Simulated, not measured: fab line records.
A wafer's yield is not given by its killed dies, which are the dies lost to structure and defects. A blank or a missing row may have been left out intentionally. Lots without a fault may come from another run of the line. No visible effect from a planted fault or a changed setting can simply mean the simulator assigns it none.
Chamber matching / flow nand harc / cmp-04 running NHARC_P_CONTACT_CMP_24: 4 sister chambers
The step polishes, t overpolish 30 s, target thk 200 nm. 4 wafers are shown with their chamber, then 10 later ones without.

## WAFERS PAIRED WITH THEIR CHAMBERS
wafer=L081.4; chamber=0; motor current A (A)=12.7
wafer=L085.5; chamber=3; motor current A (A)=11.0
wafer=L087.1; chamber=2; motor current A (A)=11.9
wafer=L087.3; chamber=1; motor current A (A)=12.7

## WAFERS WITHOUT THEIR CHAMBER
wafer=L087.6; motor current A (A)=11.6
wafer=L090.2; motor current A (A)=11.7
wafer=L090.3; motor current A (A)=12.4
wafer=L090.4; motor current A (A)=13.8
wafer=L092.3; motor current A (A)=12.3
wafer=L092.5; motor current A (A)=10.8
wafer=L092.6; motor current A (A)=13.5
wafer=L095.2; motor current A (A)=13.3
wafer=L095.3; motor current A (A)=11.2
wafer=L095.5; motor current A (A)=11.4

## WHICH CHAMBER EACH WENT THROUGH
wafer=L087.6; from the rows above=can't be placed: 2 or 3 or 0 or 1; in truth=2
wafer=L090.2; from the rows above=can't be placed: 2 or 3 or 0 or 1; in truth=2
wafer=L090.3; from the rows above=can't be placed: 0 or 1 or 2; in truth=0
wafer=L090.4; from the rows above=can't be placed: 0 or 1 or 2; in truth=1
wafer=L092.3; from the rows above=can't be placed: 0 or 1 or 2 or 3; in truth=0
wafer=L092.5; from the rows above=can't be placed: 3 or 2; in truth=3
wafer=L092.6; from the rows above=can't be placed: 0 or 1 or 2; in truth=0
wafer=L095.2; from the rows above=can't be placed: 0 or 1 or 2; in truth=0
wafer=L095.3; from the rows above=can't be placed: 3 or 2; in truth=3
wafer=L095.5; from the rows above=can't be placed: 3 or 2 or 0 or 1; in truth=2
Correctly placed: 0 of 10. Cannot be placed on the basis of these rows: 10; the candidates contain the true chamber in 10. 0 placed wrongly.
How it was worked out, from the rows above alone: a wafer's distance from a chamber is the root of the sum, over the readings, of the square of ((its reading less the chamber's mean) divided by the reading's scatter). The wafer belongs to the nearest chamber; if the next one is less than 2 further off, it can't be placed. Each chamber's mean is taken over the wafers shown for it. The scatter: with one shown wafer a chamber, the root of the mean of the squares of how far each hidden wafer lies from its nearest shown one.
